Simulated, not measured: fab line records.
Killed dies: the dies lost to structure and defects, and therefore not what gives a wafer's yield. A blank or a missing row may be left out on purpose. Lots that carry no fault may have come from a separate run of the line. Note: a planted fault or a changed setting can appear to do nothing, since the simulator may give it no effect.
Problem report, 8D (eight disciplines) form, completed by code	flow n5_finfet	the parts of the form that need people (team, actions taken, sign-off) are left out

== 1. PROBLEM STATEMENT ==
N5_PASSIVATION_PROBE_49, killed_at_front_end: mean 1130 on 2 wafers (1 lot); fault-free wafers 41, standard deviation 13. That puts it +84 standard deviations away from the usual mean.
Earliest sighting: wafer L515.1 on prober-01 at day 16 02:19. The record has a number at this step for 11 wafers belonging to 4 lots. Rule for "out" (also "out of limits"): further than 4 standard deviations from the usual mean. All remaining wafers that have a number are taken as sound.

== 2. WHAT IT IS AND WHAT IT IS NOT ==
question	is	is not
which readings at this step	killed_at_front_end, killed_dies, killed_on_rim	killed_at_M0_to_M3, killed_at_M4_up, killed_at_contacts, killed_at_other, killed_open, killed_short
which lots	L515	L500, L505, L510
which wafers of those lots	L515.1, L515.5	L515.6
read on which tools	prober-01	prober-02
when	from day 16 02:19	up to then (8 sound wafers); but 1 sound wafer of L515 came after

== 3. SUSPECTS, AND WHAT RULES EACH OUT ==
Counting: a tool at a process step up to the reading stays a suspect if it ran every lot that is out. Sound lots after the first of them don't rule it out here, since some wafers of a struck lot are sound.
- rie_diel-06 at N5_PMOS_HMC_CHANNEL_EPI_HM_OPEN_15 (chemistry CHF3/O2, target SiO2, target depth 40.6 nm, time 20.3 s): kept. It processed L515, the lot that is out, at day 5 11:27, and its most recent sound lot before then was L500 at day 1 17:43.
- cmp-01 at N5_PMOS_HMC_CHANNEL_EPI_CMP_21 (polishes SiGe30, target thk 54 nm): kept. It processed L515, the lot that is out, at day 5 13:28, and its most recent sound lot before then was L500 at day 1 19:38.
- prober-01 at N5_PASSIVATION_PROBE_49: kept. It ran the lot that is out, L515 (day 16 02:19). Its own killed_at_front_end, killed_dies, killed_on_rim readings are out on those wafers.
- At N5_PMOS_HMC_CHANNEL_EPI_HM_OPEN_15 on rie_diel-06, chamber 1 took the sound wafers of the same lots and chamber 2 took the wafers that are out.
- Within cmp-01 at N5_PMOS_HMC_CHANNEL_EPI_CMP_21: the wafers that are out ran in chambers 1, 2; their sound lot-mates ran in chamber 3.
Still standing after the count: rie_diel-06 at N5_PMOS_HMC_CHANNEL_EPI_HM_OPEN_15, cmp-01 at N5_PMOS_HMC_CHANNEL_EPI_CMP_21, prober-01 at N5_PASSIVATION_PROBE_49.

== 4. THE CAUSE (what the simulator had put in) ==
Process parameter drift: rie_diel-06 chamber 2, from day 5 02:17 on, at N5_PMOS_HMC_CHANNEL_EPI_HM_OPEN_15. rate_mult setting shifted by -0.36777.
This tool is one of the 3 suspects left after counting.

== 5. THE EFFECT CHAIN, in route order ==
One row per reading whose mean, taken over the struck wafers that have a number, lies over 3 standard deviations from the usual. Only readings whose record carries a usual standard deviation are examined. hours: median over the lots of the time between each lot's start at the first step of this table that gives one and its start at this step. sigmas: the change, counted in usual standard deviations.
hours	step	reading	usual	on struck wafers	change	sigmas
0	N5_PASSIVATION_PROBE_49	killed_at_front_end	41	1130	+1088	+84
0	N5_PASSIVATION_PROBE_49	killed_dies	103	1180	+1077	+54
0	N5_PASSIVATION_PROBE_49	killed_on_rim	13	152	+139	+35
It contains these process steps:
- N5_PASSIVATION_PROBE_49

== 6. WHAT WOULD HAVE CAUGHT IT SOONER ==
In this record the first reading out of limits was taken at day 16 02:19, 264 hours after the fault began at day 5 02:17.
An alarm limit of 4 standard deviations would not have fired on the tool readings at N5_PMOS_HMC_CHANNEL_EPI_HM_OPEN_15 for which the record gives a usual standard deviation, since none of them was out on any struck wafer.
The start of N5_PMOS_HMC_CHANNEL_EPI_HM_OPEN_15 on rie_diel-06 came by day 16 02:19 for every one of the lots that are out (1). Tool hold at that time: it would have spared none of them.
